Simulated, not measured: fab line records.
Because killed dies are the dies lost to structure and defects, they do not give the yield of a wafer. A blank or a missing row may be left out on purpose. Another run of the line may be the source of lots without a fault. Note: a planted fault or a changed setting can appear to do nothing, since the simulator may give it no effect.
Which tool was responsible? | flow nand harc | 11 lots with 33 wafers sampled at 4 steps, on a route of 1159 steps

== WHAT THE GAUGES SHOWED, per wafer ==
NHARC_P_GATE_CD_MEAS_91: the cd target is 2000 nm.
lot  | measured     | on        | cd nm (nm)
L796 | day 7 19:47  | cd sem-03 | 2001.1 2000.3 2000.2
L797 | day 7 21:04  | cd sem-01 | 1998.2 1998.9 2000.0
L803 | day 8 14:06  | cd sem-02 | 2001.0 2000.6 1997.6
L804 | day 8 15:47  | cd sem-03 | - - -
L805 | day 8 16:27  | cd sem-01 | - - -
L807 | day 8 21:06  | cd sem-03 | - - -
L808 | day 8 22:44  | cd sem-03 | 2002.6 1999.3 1999.3
L815 | day 10 06:59 | cd sem-01 | 2001.8 1998.2 2000.7
L816 | day 10 07:09 | cd sem-01 | 2000.3 1996.3 1997.7
L818 | day 10 20:13 | cd sem-01 | 1999.1 2000.5 2001.9
L817 | day 10 20:47 | cd sem-03 | 2000.0 2000.0 1998.6

== WHICH TOOL RAN EACH LOT (tool, then ch and the chambers of the sampled wafers, then the start) ==
lot  | NHARC_P_GATE_DESCUM_48             | NHARC_P_GATE_STRIP_76                | NHARC_P_GATE_EXPOSE_88
L796 | rie diel-05 ch 1,2, day 7 16:13    | plasma asher-01 ch 0,1, day 7 18:52  | krf scanner-01 ch 0, day 7 19:37
L797 | rie diel-06 ch 2,3, day 7 17:37    | plasma asher-02 ch 0,1, day 7 20:08  | krf scanner-04 ch 0, day 7 20:54
L803 | rie diel-06 ch 0,2, day 8 10:53    | plasma asher-02 ch 0,1, day 8 13:11  | krf scanner-02 ch 0, day 8 13:56
L804 | rie diel-05 ch 0,1,3, day 8 12:29  | plasma asher-01 ch 0, day 8 14:52    | krf scanner-04, day 8 15:38
L805 | rie diel-06 ch 0,2, day 8 13:03    | plasma asher-01 ch 1, day 8 15:31    | krf scanner-01, day 8 16:17
L807 | rie diel-05 ch 1,2,3, day 8 17:18  | plasma asher-01 ch 1, day 8 20:11    | krf scanner-02, day 8 20:57
L808 | rie diel-06 ch 0,2,3, day 8 19:11  | plasma asher-01 ch 0,1, day 8 21:49  | krf scanner-02 ch 0, day 8 22:34
L815 | rie diel-04 ch 0,1,3, day 10 03:47 | plasma asher-02 ch 0, day 10 06:11   | krf scanner-04 ch 0, day 10 06:49
L816 | rie diel-04 ch 0,2,3, day 10 03:58 | plasma asher-01 ch 0,1, day 10 06:22 | krf scanner-04 ch 0, day 10 06:59
L818 | rie diel-06 ch 1,2, day 10 16:50   | plasma asher-02 ch 0,1, day 10 19:18 | krf scanner-01 ch 0, day 10 20:04
L817 | rie diel-06 ch 1,2,3, day 10 17:37 | plasma asher-01 ch 0,1, day 10 19:51 | krf scanner-04 ch 0, day 10 20:37
- NHARC_P_GATE_DESCUM_48: chemistry O2, time 3 s.
- NHARC_P_GATE_STRIP_76: strips in O2.
- NHARC_P_GATE_EXPOSE_88: exposes mask P HVN, target cd 2000 nm.

== THE ANSWER, worked out from the rows above alone ==
Rule: the usual values come from the lots themselves. Put in order of their means at a reading, lots are off if they are a third of the lots or fewer, leave a main group of 4 or more, and stand apart from it by a gap of 3 or more times the standard deviation of the main group's means; of several such gaps the widest counts. A main group whose means are all the same, to the digits that the tables above print for the reading, isn't used. Also off: a lot with no number at a reading for which 4 or more lots have one. The other lots that the step has rows for count as sound.
Off: L804, L805, L807, at NHARC_P_GATE_CD_MEAS_91 (cd nm). Without a number there: L804, L805, L807. The main group has a mean of 1999.8 nm with a standard deviation of 0.8.
If a tool, at a process step before that reading, ran all the lots that are off and no sound lot after the first of them, it fits. The gauges at NHARC_P_GATE_CD_MEAS_91 are tried like those tools. No candidate that was tried fits.

== WHAT THE SIMULATOR HAD PUT IN ==
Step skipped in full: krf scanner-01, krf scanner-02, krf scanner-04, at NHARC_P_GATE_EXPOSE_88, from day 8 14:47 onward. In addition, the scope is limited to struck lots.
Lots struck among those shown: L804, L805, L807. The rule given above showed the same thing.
